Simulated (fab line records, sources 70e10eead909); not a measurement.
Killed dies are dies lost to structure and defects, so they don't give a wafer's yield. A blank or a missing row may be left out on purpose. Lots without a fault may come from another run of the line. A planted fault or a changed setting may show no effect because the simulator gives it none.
Which tool did it? | flow nand_harc | 14 lots, 42 wafers sampled, at 1 step of a route of 1302

WHAT THE GAUGES READ, wafer by wafer
NHARC_P_GATE_OVL_MEAS_27.
lot  | measured     | on         | overlay_x_nm (nm) | overlay_y_nm (nm)
L808 | day 5 22:02  | overlay-01 | -0.8 -0.7 -1.0    | 0.2 -0.1 -0.1
L809 | day 6 07:35  | overlay-02 | 1.2 1.0 1.8       | -0.6 -0.1 0.0
L812 | day 7 11:46  | overlay-02 | -1.1 -0.9 -1.2    | 0.3 0.2 0.2
L813 | day 8 01:43  | overlay-01 | 0.7 0.8 0.5       | 0.5 0.1 0.1
L819 | day 10 23:20 | overlay-01 | -0.8 -0.3 0.1     | 0.1 0.2 0.1
L821 | day 10 23:29 | overlay-02 | 0.3 0.3 0.1       | -0.4 -0.2 -0.7
L820 | day 10 23:38 | overlay-01 | 1.2 1.1 1.9       | 0.2 -0.1 0.1
L822 | day 11 16:37 | overlay-01 | 1.4 1.3 0.9       | 0.2 -0.2 -0.1
L824 | day 12 10:41 | overlay-02 | 1.7 1.3 1.0       | 1.0 -0.1 0.2
L825 | day 12 20:10 | overlay-01 | 0.7 0.3 0.9       | -0.4 -0.2 -0.4
L826 | day 13 10:08 | overlay-01 | 0.7 1.1 1.1       | 0.5 1.0 0.7
L827 | day 13 17:37 | overlay-01 | 0.5 -0.2 -0.1     | -1.0 -0.9 -0.5
L828 | day 14 04:16 | overlay-02 | -0.6 -0.7 -0.5    | 0.9 1.3 1.5
L829 | day 14 15:37 | overlay-01 | -0.5 0.1 -0.4     | -0.8 -1.2 -1.3

WHICH TOOL RAN EACH LOT (tool, then ch and the chambers of the sampled wafers, then the start)
The record holds no process step before these readings.

WHAT THE TOOLS THEMSELVES READ (means of the sampled wafers that have a number; where no wafer has one, the mark that the record gives instead)
The record holds no such reading with a usual standard deviation.

THE ANSWER, worked out from the rows above alone
Rule: what is usual is taken from the lots themselves. Put in order of their means at a reading, lots are off if they are a third of the lots or fewer, leave a main group of 4 or more, and stand apart from it by a gap of 3 or more times the standard deviation of the main group's means; of several such gaps the widest counts. A main group whose means are all the same, to the digits that the tables above print for the reading, isn't used. A lot without any number at a reading at which 4 lots or more have one is off too. The other lots that the step has rows for count as sound. The gauges are gone through in route order, then the tools' own readings, and for those a lot's mean is taken as printed above. The first step at which some lot is off is used, and at that step the reading that is off furthest; a lot without a number counts as furthest.
No lot is off at any reading shown: from this, nothing can be told.

WHAT THE SIMULATOR HAD PUT IN
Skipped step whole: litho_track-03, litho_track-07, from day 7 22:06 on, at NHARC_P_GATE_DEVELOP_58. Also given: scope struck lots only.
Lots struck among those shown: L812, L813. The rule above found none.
